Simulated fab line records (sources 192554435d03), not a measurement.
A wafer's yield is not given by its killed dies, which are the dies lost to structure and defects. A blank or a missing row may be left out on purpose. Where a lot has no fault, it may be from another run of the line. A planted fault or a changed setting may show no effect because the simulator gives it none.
Lot-split experiment | flow n5_finfet | route with 1938 steps; 7 lots, 21 wafers read

ON THE SPLIT
At N5_BEOL_M14_DEP_53 (deposits SiCN from 3MS/NH3, target thk 50 nm, time 17.8 s), the setting time_s was moved away from the recipe's 17.8 s on 6 of the 21 wafers read, by -13.8% to +6.7%. For the rest of the wafers, this setting stayed at what the recipe calls for.

The split's own step is where the reading is taken.

THE READING
SiCN_of_BEOL_M14_DEP_53.thk_nm (the simulator's own value, which no gauge read), in nm, at N5_BEOL_M14_DEP_53 (deposits SiCN from 3MS/NH3, target thk 50 nm, time 17.8 s). There is no usual value for it anywhere in the file. Here, 15 wafers ran the recipe; their average is 50.2 nm with a standard deviation of 0.6 nm.

wafer  | tool, chamber at the split | time_s as run, s | against the recipe | SiCN_of_BEOL_M14_DEP_53.thk_nm, nm | against lot-mates on the recipe
L074.1 | pecvd-03, 2                | 15.61            | -12.3%             | 43.8                               | -6.8
L074.5 | pecvd-03, 1                | 17.8             | recipe             | 50.6                               | -
L074.6 | pecvd-03, 0                | 15.61            | -12.3%             | 44.8                               | -5.8
L083.3 | pecvd-02, 2                | 17.8             | recipe             | 49.4                               | -
L083.4 | pecvd-02, 1                | 17.8             | recipe             | 51.2                               | -
L083.5 | pecvd-02, 2                | 17.8             | recipe             | 50.8                               | -
L090.2 | pecvd-03, 2                | 16.68            | -6.3%              | 46.2                               | -3.9
L090.3 | pecvd-03, 1                | 17.8             | recipe             | 49.8                               | -
L090.6 | pecvd-03, 2                | 17.8             | recipe             | 50.4                               | -
L095.1 | pecvd-03, 0                | 17.8             | recipe             | 49.8                               | -
L095.3 | pecvd-03, 2                | 17.8             | recipe             | 50                                 | -
L095.5 | pecvd-03, 1                | 17.8             | recipe             | 50.8                               | -
L094.1 | pecvd-04, 2                | 17.8             | recipe             | 49.8                               | -
L094.3 | pecvd-04, 0                | 15.35            | -13.8%             | 43.2                               | -6.6
L094.4 | pecvd-04, 2                | 15.35            | -13.8%             | 43.4                               | -6.4
L097.1 | pecvd-03, 0                | 17.8             | recipe             | 48.8                               | -
L097.3 | pecvd-03, 0                | 18.99            | +6.7%              | 53.4                               | +3.8
L097.5 | pecvd-03, 0                | 17.8             | recipe             | 50.4                               | -
L096.1 | pecvd-02, 2                | 17.8             | recipe             | 49.8                               | -
L096.2 | pecvd-02, 1                | 17.8             | recipe             | 50.2                               | -
L096.6 | pecvd-02, 1                | 17.8             | recipe             | 50.6                               | -

THE FIT
A straight line over all 21 wafers: SiCN_of_BEOL_M14_DEP_53.thk_nm changes by +0.494 nm for each +1% of time_s; r = +0.98; the points scatter about the line by 0.59 nm.
The same after taking each lot's own level away (the mean of its wafers on the recipe; 21 wafers): +0.502 nm for each +1%; r = +0.98; scatter 0.55 nm.
According to that fit, moving time_s by its largest amount changes the reading by 6.9 nm.
Measured against the standard deviation above, the lots' own levels, which go from 49.60 to 50.60 nm, span 1.7 times it.
Consequently the slope shifts little with the lot-to-lot level, the two slopes agreeing.
Check: for one of the wafers moved furthest among these (-13.8%), held out of the fit, the line's prediction against its lot-mates is -7 nm. It came out at -6.6 nm against them.

ADDITIONAL SPLITS CARRIED BY THESE WAFERS
Other splits were also applied to these wafers ahead of the reading. Each is held against what the fit with the lots' levels taken away leaves over:
other split on the same wafers | wafers away from the commonest value | r with SiCN_of_BEOL_M14_DEP_53.thk_nm (lot level and that fit taken away)
N5_BEOL_M14_COAT_58 spin_rpm   | 12                                   | -0.05
N5_BEOL_M14_SPUTTER_43 power_w | 6                                    | -0.24

THE FILE'S OWN FIT
SiCN_of_BEOL_M14_DEP_53.thk_nm changes by +0.51 nm for each +1% of time_s, r = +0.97.
